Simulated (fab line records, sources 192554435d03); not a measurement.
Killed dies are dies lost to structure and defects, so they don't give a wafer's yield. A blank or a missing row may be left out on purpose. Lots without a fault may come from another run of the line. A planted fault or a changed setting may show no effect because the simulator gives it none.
Split-lot experiment | flow n5_finfet | 7 lots, 21 wafers read, on a route of 1938 steps

THE SPLIT
At N5_BEOL_M11_PECVD_70 (deposits SiO2 from TEOS/O2, target thk 20 nm, time 22.7 s), the setting time_s was moved away from the recipe's 22.7 s on 12 of the 21 wafers read, by +3.9% to +14.1%. The other wafers ran this setting at the recipe's value.

FROM THE SPLIT TO THE READING: what the file shows between them, 3 steps
- N5_BEOL_M11_HM_DEP_02: deposits TiN, target thk 20 nm
- N5_BEOL_M11_COAT_59: time 60 s, resist thk 100 nm
- N5_BEOL_M11_STRIP_77: strips in N2/H2, time 10 s

THE READING
SiO2_of_BEOL_M11_PECVD_70.thk_nm (the simulator's own value, which no gauge read), in nm, at N5_BEOL_M11_HM_STRIP_39 (strips TiN in peroxide tin strip, target depth 25 nm, time 158 s). The file gives no usual value for it. The 9 wafers here that ran the recipe average 19.7 nm, standard deviation 0.19 nm.

wafer  | tool, chamber at the split | time_s as run, s | against the recipe | SiO2_of_BEOL_M11_PECVD_70.thk_nm, nm | against lot-mates on the recipe
L075.3 | pecvd-04, 2                | 22.7             | recipe             | 19.8                                 | -
L075.4 | pecvd-04, 1                | 23.61            | +4.0%              | 20.8                                 | +1.0
L075.6 | pecvd-04, 0                | 23.61            | +4.0%              | 20.6                                 | +0.8
L078.3 | pecvd-03, 1                | 25.57            | +12.6%             | 22                                   | no lot-mate on the recipe
L078.4 | pecvd-03, 2                | 25.57            | +12.6%             | 22.2                                 | no lot-mate on the recipe
L078.6 | pecvd-03, 1                | 25.57            | +12.6%             | 22.4                                 | no lot-mate on the recipe
L079.3 | pecvd-03, 0                | 22.7             | recipe             | 20                                   | -
L079.4 | pecvd-03, 1                | 23.58            | +3.9%              | 20.8                                 | +0.8
L079.6 | pecvd-03, 0                | 23.58            | +3.9%              | 20.8                                 | +0.8
L080.1 | pecvd-04, 0                | 25.9             | +14.1%             | 22.4                                 | no lot-mate on the recipe
L080.2 | pecvd-04, 1                | 25.9             | +14.1%             | 22.2                                 | no lot-mate on the recipe
L080.4 | pecvd-04, 2                | 25.9             | +14.1%             | 23.6                                 | no lot-mate on the recipe
L086.2 | pecvd-03, 0,2              | 22.7             | recipe             | 19.8                                 | -
L086.5 | pecvd-03, 0,2              | 22.7             | recipe             | 19.8                                 | -
L086.3 | pecvd-03, 2                | 22.7             | recipe             | 19.4                                 | -
L090.1 | pecvd-04, 2                | 23.85            | +5.1%              | 20.4                                 | +0.8
L090.4 | pecvd-04, 2                | 22.7             | recipe             | 19.8                                 | -
L090.6 | pecvd-04, 1                | 22.7             | recipe             | 19.4                                 | -
L093.1 | pecvd-03, 0,1              | 22.7             | recipe             | 19.8                                 | -
L093.2 | pecvd-03, 0,1              | 22.7             | recipe             | 19.6                                 | -
L093.6 | pecvd-03, 1                | 25.05            | +10.4%             | 22.2                                 | +2.5
Where a row lists several chambers, the file gives one row for several wafers and doesn't say which wafer went through which chamber.

THE FIT
A straight line over all 21 wafers: SiO2_of_BEOL_M11_PECVD_70.thk_nm changes by +0.208 nm for each +1% of time_s; r = +0.97; the points scatter about the line by 0.33 nm.
The same after taking each lot's own level away (the mean of its wafers on the recipe; 15 wafers): +0.226 nm for each +1%; r = +0.97; scatter 0.17 nm.
On that fit, the largest move of time_s shifts the reading by 3.2 nm.
The lots' own levels span 19.60 to 20.00 nm, that is 2.1 times the standard deviation above.
So the lot-to-lot level changes the slope little: the two slopes agree.
Check: with one of the wafers moved furthest among these (+10.4%) left out of the fit, the line predicts +2.05 nm for it against its lot-mates. It came out at +2.5 nm against them.

OTHER SPLITS ON THESE WAFERS
These wafers also went through other splits before the reading. Each is held against what the fit with the lots' levels taken away leaves over:
other split on the same wafers   | wafers away from the commonest value | r with SiO2_of_BEOL_M11_PECVD_70.thk_nm (lot level and that fit taken away)
N5_BEOL_M9_EXPOSE_08 dose_mj     | 5                                    | +0.38
N5_BEOL_M9_CMP_52 down_force_psi | 7                                    | +0.26

THE WHOLE CHAIN: every reading that the file lists as answering this split, in the file's order
step                    | what it does                                                     | reading                                                                           | change (the file's fit)               | r (the file's)
N5_BEOL_M11_PECVD_70    | deposits SiO2 from TEOS/O2, target thk 20 nm, time 22.7 s        | SiO2_of_BEOL_M11_PECVD_70.thk_nm (the simulator's own value, which no gauge read) | +0.232 nm for each +1% of the setting | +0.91
N5_BEOL_M11_HM_STRIP_39 | strips TiN in peroxide tin strip, target depth 25 nm, time 158 s | SiO2_of_BEOL_M11_PECVD_70.thk_nm (the simulator's own value, which no gauge read) | +0.224 nm for each +1% of the setting | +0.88

THE FILE'S OWN FIT
SiO2_of_BEOL_M11_PECVD_70.thk_nm changes by +0.224 nm for each +1% of time_s, r = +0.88.
